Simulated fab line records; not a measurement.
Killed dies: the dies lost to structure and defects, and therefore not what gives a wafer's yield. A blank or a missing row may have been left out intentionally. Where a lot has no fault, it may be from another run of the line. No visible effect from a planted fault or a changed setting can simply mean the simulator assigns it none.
A struck lot beside a sound one / flow nandHarc / 14 out of 1302 route steps
Sound: these wafers, L240.1, L240.4, L240.5. Wafers L250.3, L250.4, L250.5 were the ones struck. The cause is given at the end.
For every step that has rows: the tool of each side, followed by ch and its chambers, followed by its first start. Under that, the readings that differ: sound wafers / struck wafers / difference of the means / sigmas: that difference in standard deviations of wafers without a fault.
alike: a reading whose means differ by less than 2 such deviations, as well as words and numbers matching on both sides. not compared: withheld readings; readings where some wafer has no value; bounds like >300 that might hide an equal value; numbers whose values overlap and for which the record gives no deviation.
The two part at a step that has a row with sigmas, a row that says differs or no value, or rows on one side only. Numbers that have no deviation but don't overlap get no sigmas and don't part them. A reading that every wafer of one side lacks parts them only if that side has two wafers or more.

NHARC_A_WL_FILL_STRIP_27: strips in N2/H2, time 20 s.
  sound on plasmaAsher-01 ch 0, day 20 12:25; struck on plasmaAsher-01 ch 0,1, day 24 19:43
  alike: drypumpMotorCurrentA, heaterPowerW
  not compared: rfHoursCounterH
then, 5 steps without rows for these wafers: NHARC_A_WL_FILL_STRIP_28 (strips in post etch residue remover, time 1200 s); NHARC_A_WL_FILL_PRECLEAN_06 (cleans in DIW, time 300 s); NHARC_A_WL_FILL_SRD_07; NHARC_A_WL_FILL_ANNEAL_08 (time 1800 s); NHARC_A_WL_FILL_ALD_10 (deposits SiO2, target thk 50 nm, pulse time 10 s, ald cycles 500).
NHARC_A_WL_FILL_ETCHBACK_16: etches the open film in C4F8/O2/Ar, target depth 120 nm, time 24 s.
  sound on rieDiel-01 ch 1,2; struck on rieDiel-11 ch 0,3
  alike: oesProductAu, rfVppV
  not compared: rfHoursCounterH
NHARC_A_WL_FILL_STRIP_29: strips in O2, time 20 s.
  sound on rieDiel-01 ch 1,2, day 20 22:04; struck on rieDiel-11 ch 1,2,3, day 25 05:41
  alike: drypumpMotorCurrentA, o2FlowSccm, oesProductAu, rfVppV, showerheadPlenumPTorr, throttleValvePct
  not compared: rfHoursCounterH
NHARC_A_WL_FILL_ETCHBACK_17: etches the open film in Cl2/BCl3, target depth 4 nm, time 26.7 s.
  sound on rieMetal-02 ch 0,1, day 20 22:10; struck on rieMetal-03 ch 0,1, day 25 05:48
  alike: drypumpMotorCurrentA, heBacksideLeakSccm, oesProductAu
  not compared: rfHoursCounterH
then, 2 steps without rows for these wafers: NHARC_A_WL_FILL_PRECLEAN_18 (cleans in dHF, time 30 s); NHARC_A_WL_FILL_SRD_21.
NHARC_A_WL_FILL_CVD_23: deposits poly-Si, target thk 40 nm, time 800 s.
  struck on lpcvdPoly-03, day 25 09:46; sound on lpcvdPoly-03 ch 0, day 21 00:43
  no value came back on the struck wafers for pressureMtorr (mTorr), runLengthS (s), spikeTcUpperC (C); on the sound wafers pressureMtorr (mTorr) reads 200.2 200.1 201.1
NHARC_A_WL_FILL_ETCHBACK_26: etches the open film in HBr, target depth 52 nm, time 13.3 s.
  sound on rieSi-02 ch 0,2,3, day 21 03:20; struck on rieSi-01 ch 0,1,3, day 25 12:22
  alike: drypumpMotorCurrentA, heBacksideLeakSccm, oesProductAu, throttleValvePct
  not compared: rfHoursCounterH
following that, these wafers have no rows for 1 step: NHARC_END_SORT_01.

## WHERE THEY PART
Only at NHARC_A_WL_FILL_CVD_23, within this record. Later steps at which nothing parts them and some readings are alike: NHARC_A_WL_FILL_ETCHBACK_26.

WHY: the cause the simulator had injected
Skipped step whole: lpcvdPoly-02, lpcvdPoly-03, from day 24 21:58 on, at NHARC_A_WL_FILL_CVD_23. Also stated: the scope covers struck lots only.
